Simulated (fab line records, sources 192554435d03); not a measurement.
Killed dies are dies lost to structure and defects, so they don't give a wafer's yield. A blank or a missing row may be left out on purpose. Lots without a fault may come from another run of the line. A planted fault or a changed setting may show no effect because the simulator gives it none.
fab line records | flow n5_finfet
record lots=11 wafers=32 last_day=16
route steps=1938 shown BEOL_M6@1254 BEOL_M7@1278 PASSIVATION@1936
lots that met no fault: from a run of the same line without faults
start_h: hours from the record's first day to the start of the lot's first wafer shown | wait_h: hours since the lot's step before | " the same as in the row above | L1.1+2: a row that stands for several wafers | - no value, or no start given | * or withheld: withheld | < > ~ a bound
route shown NAME@n: a module of which the file shows steps, and the number in the route of the first | usual: mean/standard deviation of fault-free wafers | same: alike in all rows | chamber/n: place in a boat | sites: the reading at each site | _std_site: their standard deviation | _edge_site: outer sites' mean less inner sites' | radius_mm: how far each site lies from the wafer's centre | mask NAME#n: copy n | behind: the tool/chamber that last shaped the wafer | hold: why the lot was held/for how many hours/how that ended | device: the transistor (n, p or np) that didn't switch | end of line: the same wafers' tests at the end of the route | a step without rows: its recipe alone | killed: dies lost to structure and defects at the first sort, not the wafer's yield | map: a wafer's dies, x killed, . not, _ none there
set.NAME: the setting as run; set.NAME@STEP: as run at that earlier step | model.NAME: the simulator's own value behind a step, which no gauge read
steps of the route over a sample of lots; a table a step, a row a wafer
services: from which hour (start_h, from the record's first day; less than 0 if before it) a tool's chamber was out of use, for how many hours, and why
## steps
# step N5_BEOL_M6_SPUTTER_48
# recipe material=Cu target_thk_a=100 temp_c=-20 bias_v=60 power_w=26000 chamber_pressure_pa=0.13 time_s=1.667
# usual throttle_valve_pct=30.1/1.1
# columns lot.wafer tool chamber start_h wait_h throttle_valve_pct
L434.3 pvd_sputter-01 - 184.41 0.4 30.7
L434.5 " - " " 31.2
L434.6 " - " " 28.8
L437.2 pvd_sputter-01 - 202.02 0.1 29.3
L437.5 " - " " 30.9
L438.1 pvd_sputter-03 - 209.78 0.1 31.9
L438.3 " - " " 29.9
L438.6 " - " " 31.9
L440.1 pvd_sputter-01 - 217.59 3.4 29.5
L440.2 " - " " 30.6
L440.4 " - " " 31.4
L439.1 pvd_sputter-02 - 219.52 0.1 26.8
L439.3 " - " " 30.3
L439.5 " - " " 26.8
L441.2 pvd_sputter-01 - 224.49 0.1 29.6
L441.5 " - " " 30.7
L441.6 " - " " 31.2
L442.1 pvd_sputter-01 - 224.75 0.1 31.2
L442.2 " - " " 28.6
L442.3 " - " " 30.8
L452.1 pvd_sputter-03 - 296.04 0.1 29.9
L452.3 " - " " 30.0
L452.4 " - " " 32.0
L453.2 pvd_sputter-03 - 300.84 0.2 30.1
L453.4 " - " " 30.1
L453.5 " - " " 29.8
L454.1 pvd_sputter-03 - 305.15 0.1 32.1
L454.2 " - " " 30.4
L454.3 " - " " 30.0
L455.2 pvd_sputter-03 - 307.94 0.1 30.3
L455.3 " - " " 32.0
L455.5 " - " " 30.0
# step N5_BEOL_M6_PRE_CLEAN_55
# recipe gas=NH3 time_s=15 temp_c=withheld rf_power_w=300
# columns lot.wafer tool chamber start_h wait_h
L434.3+5+6 pecvd-01 2,2,0 185.28 0.0
L437.2+5 pecvd-01 1 202.86 0.0
L438.1+3+6 pecvd-01 1,0,0 210.62 0.0
L440.1+2+4 pecvd-01 1,0,1 218.43 0.0
L439.1+3+5 pecvd-03 2,0,1 221.25 0.0
L441.2+5+6 pecvd-01 1,0,1 225.33 0.0
L442.1+2+3 pecvd-01 1,0,1 226.77 0.0
L452.1+3+4 pecvd-01 0,2,2 296.88 0.0
L453.2+4+5 pecvd-01 0,0,1 301.73 0.0
L454.1+2+3 pecvd-02 2,0,1 306.14 0.1
L455.2+3+5 pecvd-02 1,2,1 308.80 0.0
# step N5_BEOL_M6_DEP_56
# recipe material=SiCN target_thk_a=100 temp_c=withheld precursor=3MS/NH3 pressure_torr=3 rf_w=202 time_s=17.5
# usual showerhead_plenum_p_Torr=3.658/0.0082 throttle_valve_pct=9.0/0.85
# columns lot.wafer tool chamber start_h wait_h showerhead_plenum_p_Torr throttle_valve_pct
L434.3 pecvd-01 2 185.30 0.0 3.671 8.5
L434.5 " 2 " " 3.675 8.4
L434.6 " 0 " " 3.651 8.5
L437.2 pecvd-01 1 202.90 0.0 3.656 10.4
L437.5 " 1 " " 3.652 10.4
L438.1 pecvd-01 1 210.65 0.0 3.647 10.6
L438.3 " 0 " " 3.659 8.4
L438.6 " 0 " " 3.654 8.0
L440.1 pecvd-01 1 218.47 0.0 3.657 10.4
L440.2 " 0 " " 3.660 8.3
L440.4 " 1 " " 3.655 10.3
L439.1 pecvd-03 2 221.28 0.0 3.654 9.2
L439.3 " 0 " " 3.660 8.9
L439.5 " 1 " " 3.649 8.4
L441.2 pecvd-01 1 225.37 0.0 3.655 10.3
L441.5 " 0 " " 3.653 8.3
L441.6 " 1 " " 3.646 10.5
L442.1 pecvd-01 1 226.81 0.0 3.662 10.4
L442.2 " 0 " " 3.650 8.2
L442.3 " 1 " " 3.659 10.5
L452.1 pecvd-01 0 296.91 0.0 3.662 8.2
L452.3 " 2 " " 3.676 7.9
L452.4 " 2 " " 3.674 7.8
L453.2 pecvd-01 0 301.75 0.0 3.650 8.4
L453.4 " 0 " " 3.661 8.5
L453.5 " 1 " " 3.642 10.4
L454.1 pecvd-02 2 306.17 0.0 3.656 8.3
L454.2 " 0 " " 3.654 9.1
L454.3 " 1 " " 3.659 9.3
L455.2 pecvd-02 1 308.83 0.0 3.666 9.5
L455.3 " 2 " " 3.656 8.2
L455.5 " 1 " " 3.664 9.5
# step N5_BEOL_M6_RS_MEAS_57
# recipe thk_meas_gauge=four-point-probe reads=Cu_of_BEOL_M6_ECD_50+Co_of_BEOL_M6_CVD_78+TaN_of_BEOL_M6_ALD_77
# usual M6_RS=0.289/0.007
# columns lot.wafer tool chamber start_h wait_h M6_RS[ohm/sq]
L434.3 film_metro-02 - 185.37 0.1 0.287
L434.5 " - " " 0.284
L434.6 " - " " 0.299
L437.2 film_metro-02 - 202.99 0.1 0.291
L437.5 " - " " 0.285
L438.1 film_metro-01 - 210.74 0.1 0.298
L438.3 " - " " 0.282
L438.6 " - " " 0.294
L440.1 film_metro-01 - 218.56 0.1 0.292
L440.2 " - " " 0.296
L440.4 " - " " 0.285
L439.1 film_metro-01 - 221.34 0.1 0.287
L439.3 " - " " 0.292
L439.5 " - " " 0.285
L441.2 film_metro-02 - 225.46 0.1 0.284
L441.5 " - " " 0.289
L441.6 " - " " 0.287
L442.1 film_metro-01 - 226.90 0.1 0.276
L442.2 " - " " 0.299
L442.3 " - " " 0.291
L452.1 film_metro-01 - 296.97 0.1 0.282
L452.3 " - " " 0.290
L452.4 " - " " 0.298
L453.2 film_metro-02 - 301.82 0.1 0.292
L453.4 " - " " 0.298
L453.5 " - " " 0.290
L454.1 film_metro-01 - 306.24 0.1 0.296
L454.2 " - " " 0.293
L454.3 " - " " 0.280
L455.2 film_metro-02 - 308.90 0.1 0.292
L455.3 " - " " 0.286
L455.5 " - " " 0.290
# step N5_BEOL_M6_INSPECT_58
# recipe inspect_instrument=darkfield mode=post_dep
# usual raw_defect_count=70/22
# columns lot.wafer tool chamber start_h wait_h raw_defect_count
L434.3 defect_inspect-02 - 185.40 0.0 65
L434.5 " - " " 68
L434.6 " - " " 41
L437.2 defect_inspect-02 - 203.01 0.0 58
L437.5 " - " " 68
L438.1 defect_inspect-01 - 210.77 0.0 54
L438.3 " - " " 50
L438.6 " - " " 57
L440.1 defect_inspect-01 - 218.58 0.0 74
L440.2 " - " " 65
L440.4 " - " " 71
L439.1 defect_inspect-02 - 221.37 0.0 71
L439.3 " - " " 76
L439.5 " - " " 68
L441.2 defect_inspect-01 - 225.48 0.0 71
L441.5 " - " " 117
L441.6 " - " " 117
L442.1 defect_inspect-01 - 226.92 0.0 75
L442.2 " - " " 100
L442.3 " - " " 103
L452.1 defect_inspect-02 - 297.00 0.0 652
L452.3 " - " " 688
L452.4 " - " " 653
L453.2 defect_inspect-02 - 301.85 0.0 673
L453.4 " - " " 668
L453.5 " - " " 700
L454.1 defect_inspect-01 - 306.26 0.0 68
L454.2 " - " " 59
L454.3 " - " " 72
L455.2 defect_inspect-01 - 308.92 0.0 81
L455.3 " - " " 65
L455.5 " - " " 78
# step N5_BEOL_M7_INSPECT_13
# recipe mode=adi inspect_instrument=brightfield
# usual raw_defect_count=431/84
# columns lot.wafer tool chamber start_h wait_h raw_defect_count
L434.3 defect_inspect-01 - 186.53 0.0 393
L434.5 " - " " 297
L434.6 " - " " 342
L437.2 defect_inspect-02 - 205.48 0.0 423
L437.5 " - " " 358
L438.1 defect_inspect-02 - 213.54 0.0 352
L438.3 " - " " 407
L438.6 " - " " 385
L440.1 defect_inspect-02 - 220.65 0.0 436
L440.2 " - " " 344
L440.4 " - " " 468
L439.1 defect_inspect-01 - 223.96 0.0 412
L439.3 " - " " 420
L439.5 " - " " 426
L441.2 defect_inspect-02 - 226.77 0.0 683
L441.5 " - " " 504
L441.6 " - " " 516
L442.1 defect_inspect-01 - 228.95 0.0 436
L442.2 " - " " 413
L442.3 " - " " 465
L452.1 defect_inspect-02 - 300.15 0.0 933
L452.3 " - " " 979
L452.4 " - " " 900
L453.2 defect_inspect-01 - 304.69 0.0 1016
L453.4 " - " " 992
L453.5 " - " " 1106
L454.1 defect_inspect-01 - 308.15 0.0 437
L454.2 " - " " 587
L454.3 " - " " 626
L455.2 defect_inspect-02 - 311.64 0.0 381
L455.3 " - " " 451
L455.5 " - " " 383
# step N5_BEOL_M7_INSPECT_30
# recipe mode=adi inspect_instrument=brightfield
# usual raw_defect_count=433/85
# columns lot.wafer tool chamber start_h wait_h raw_defect_count
L434.3 defect_inspect-01 - 187.45 0.0 400
L434.5 " - " " 300
L434.6 " - " " 362
L437.2 defect_inspect-01 - 207.70 0.0 430
L437.5 " - " " 397
L438.1 defect_inspect-01 - 216.99 0.1 374
L438.3 " - " " 445
L438.6 " - " " 424
L440.1 defect_inspect-02 - 222.70 0.1 442
L440.2 " - " " 340
L440.4 " - " " 488
L439.1 defect_inspect-02 - 224.87 0.1 413
L439.3 " - " " 427
L439.5 " - " " 372
L441.2 defect_inspect-01 - 228.38 0.0 732
L441.5 " - " " 530
L441.6 " - " " 511
L442.1 defect_inspect-01 - 230.43 0.1 435
L442.2 " - " " 436
L442.3 " - " " 447
L452.1 defect_inspect-01 - 303.58 0.1 948
L452.3 " - " " 979
L452.4 " - " " 919
L453.2 defect_inspect-01 - 305.58 0.0 998
L453.4 " - " " 995
L453.5 " - " " 1141
L454.1 defect_inspect-01 - 310.43 0.1 433
L454.2 " - " " 600
L454.3 " - " " 602
L455.2 defect_inspect-02 - 314.89 0.0 399
L455.3 " - " " 411
L455.5 " - " " 395
# step N5_PASSIVATION_PROBE_49
# usual defect_limited_yield=90.9/1.5 killed_at_M0_to_M3=36/9.9 killed_at_M4_up=13/4.5 killed_at_contacts=13/6.4 killed_at_front_end=42/12 killed_at_other=3.4/3 killed_dies=107/18 killed_on_rim=14/4.3 killed_open=69/13 killed_short=35/8.2 sort_bin_5_function=5.3/1.1 sort_bin_6_memory=3.4/0.69 sort_n_pass=1073/18 sort_yield_pct=90.9/1.5
# same gross_dies=1180 killed_at_back_side=0 sort_bin_4_leakage[%]=0 sort_bin_8_speed[%]=0
# columns lot.wafer tool chamber start_h wait_h defect_limited_yield[%] killed_at_M0_to_M3 killed_at_M4_up killed_at_contacts killed_at_front_end killed_at_other killed_dies killed_on_rim killed_open killed_short sort_bin_5_function[%] sort_bin_6_memory[%] sort_n_pass sort_yield_pct[%]
L452.1 prober-01 - 376.51 1.1 86.2 44 85 8 25 1 163 24 69 22 8.2 4.1 1017 86.2
L452.3 prober-01 - 376.61 1.2 79.4 43 134 15 49 2 243 21 62 53 13.1 4.7 937 79.4
L452.4 prober-01 - 376.66 1.2 80.6 31 141 5 50 2 229 26 62 34 12.5 4.4 951 80.6
L453.2 prober-01 - 376.86 0.8 85.8 30 75 15 44 3 167 28 70 28 8.1 4.0 1013 85.8
L453.4 prober-01 - 376.96 0.9 85.7 29 79 6 51 4 169 29 63 39 8.4 3.6 1011 85.7
L453.5 prober-01 - 377.01 1.0 83.6 38 67 17 71 1 194 35 99 40 10.0 4.3 986 83.6
# killed by level:class
L452.1 BEOL_M6:unspecified=72 BEOL_M0_SAQP:geometric_particle:open=11 BEOL_M1:geometric_particle:open=9 MOL_CONTACT_COAG:geometric_particle:open=7 BEOL_M3:geometric_particle:open=7 BEOL_M4:geometric_particle:open=7 GATE_CUT:geometric_particle:open=6 BEOL_M2:geometric_particle:open=6
L452.3 BEOL_M6:unspecified=126 FIN_SAQP:geometric_particle:short=15 BEOL_M1:geometric_particle:open=14 MOL_CONTACT_COAG:geometric_particle:short=10 GATE_CUT:geometric_particle:short=7 BEOL_M0_SAQP:geometric_particle:open=7 BEOL_M3:geometric_particle:open=6 FIN_SAQP:geometric_particle:open=5
L452.4 BEOL_M6:unspecified=129 STI_FIN_REVEAL:geometric_particle:open=12 FIN_SAQP:geometric_particle:open=8 BEOL_M2:geometric_particle:open=8 BEOL_M1:geometric_particle:open=7 FIN_SAQP:geometric_particle:short=6 STI_FIN_REVEAL:geometric_particle:short=5 ILD0:geometric_particle:short=4
L453.2 BEOL_M6:unspecified=65 BEOL_M1:geometric_particle:open=14 FIN_SAQP:geometric_particle:open=13 MOL_CONTACT_COAG:geometric_particle:open=11 FIN_SAQP:geometric_particle:short=8 STI_FIN_REVEAL:geometric_particle:open=7 GATE_CUT:geometric_particle:short=6 BEOL_M2:geometric_particle:open=6
L453.4 BEOL_M6:unspecified=66 FIN_SAQP:geometric_particle:short=12 FIN_SAQP:geometric_particle:open=9 STI_FIN_REVEAL:geometric_particle:open=8 BEOL_M4:geometric_particle:open=8 BEOL_M1:geometric_particle:open=7 GATE_CUT:geometric_particle:short=6 MOL_CONTACT_COAG:geometric_particle:open=6
L453.5 BEOL_M6:unspecified=53 STI_FIN_REVEAL:geometric_particle:open=23 FIN_SAQP:geometric_particle:short=14 FIN_SAQP:geometric_particle:open=13 MOL_CONTACT_COAG:geometric_particle:open=12 BEOL_M3:geometric_particle:open=10 BEOL_M1:geometric_particle:open=9 GATE_CUT:geometric_particle:open=7
## services
# columns tool chamber start_h hours kind
pecvd-03 2 171.08 2.1 scheduled_down
pecvd-01 - 178.46 0.7 repair
pecvd-02 0 192.85 6.5 repair
pecvd-01 - 195.58 6.0 pm
pecvd-01 2 202.38 - clean
pecvd-01 2 202.38 - consumable_replace:showerhead
pecvd-01 2 202.38 29.0 scheduled_down
pecvd-01 2 202.38 29.0 vent_cycle
pecvd-03 2 228.10 7.4 repair
pecvd-02 0 238.79 12.3 repair
pecvd-01 0 276.77 4.4 repair
pecvd-01 0 289.85 5.5 scheduled_down
pecvd-03 - 305.30 1.0 repair
## key
first_sign step=N5_BEOL_M6_INSPECT_58 reading=raw_defect_count direction=up sigmas=27 usual=70 struck=672
effect step=N5_BEOL_M7_INSPECT_13 reading=raw_defect_count direction=up sigmas=6.6 usual=431 struck=988
effect step=N5_BEOL_M7_INSPECT_30 reading=raw_defect_count direction=up sigmas=6.6 usual=433 struck=997
effect step=N5_PASSIVATION_PROBE_49 reading=killed_at_M4_up direction=up sigmas=19 usual=13 struck=97
more_kills_born_at N5_BEOL_M6_PRE_CLEAN_55@pecvd-01=511
met_at N5_BEOL_M6_PRE_CLEAN_55
struck_lots L452,L453
not_acting_at N5_BEOL_M6_SPUTTER_48,N5_BEOL_M6_DEP_56,N5_BEOL_M6_RS_MEAS_57
onset_between 226.77 296.88
fault kind=chamber_particle_source tool=pecvd-01 chamber=- onset_h=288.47 steps=N5_BEOL_M6_PRE_CLEAN_55 rate_per_visit_cm2=0.92607 end_h=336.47
